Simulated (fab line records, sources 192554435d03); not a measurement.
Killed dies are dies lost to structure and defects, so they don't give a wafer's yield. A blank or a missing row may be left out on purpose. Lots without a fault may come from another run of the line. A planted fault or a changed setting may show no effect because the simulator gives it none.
Chamber matching | flow n5_finfet | N5_BEOL_M5_CURE_79 on uv_cure-02: 3 sister chambers
The step cures SiCOH lowk, time 240 s. 3 wafers are shown with their chamber, then 8 later ones without.

WAFERS WITH THEIR CHAMBER
wafer  | chamber | wafer_temp_C_max
L082.5 | 1       | 387.3
L091.6 | 2       | 386.5
L094.1 | 0       | 386.3

WAFERS WITHOUT THEIR CHAMBER
wafer  | wafer_temp_C_max
L094.5 | 386.7
L094.6 | 386.6
L095.2 | 387.7
L095.3 | 387.2
L095.4 | 387.9
L097.3 | 386.8
L097.5 | 386.4
L097.6 | 386.1

WHICH CHAMBER EACH WENT THROUGH
wafer  | from the rows above          | in truth
L094.5 | can't be placed: 2 or 0 or 1 | 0
L094.6 | can't be placed: 2 or 0 or 1 | 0
L095.2 | 1                            | 1
L095.3 | can't be placed: 1 or 2      | 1
L095.4 | 1                            | 1
L097.3 | can't be placed: 2 or 0 or 1 | 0
L097.5 | can't be placed: 0 or 2      | 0
L097.6 | can't be placed: 0 or 2      | 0
Placed correctly: 2 of 8. Can't be placed from these rows: 6 (the true chamber is among the candidates in 6). Placed wrongly: 0.
How it was worked out, from the rows above alone: a wafer's distance from a chamber is the root of the sum, over the readings, of the square of ((its reading less the chamber's mean) divided by the reading's scatter). The wafer belongs to the nearest chamber; if the next one is less than 2 further off, it can't be placed. A chamber's mean is the mean of its shown wafers. The scatter: with one shown wafer a chamber, the root of the mean of the squares of how far each hidden wafer lies from its nearest shown one.
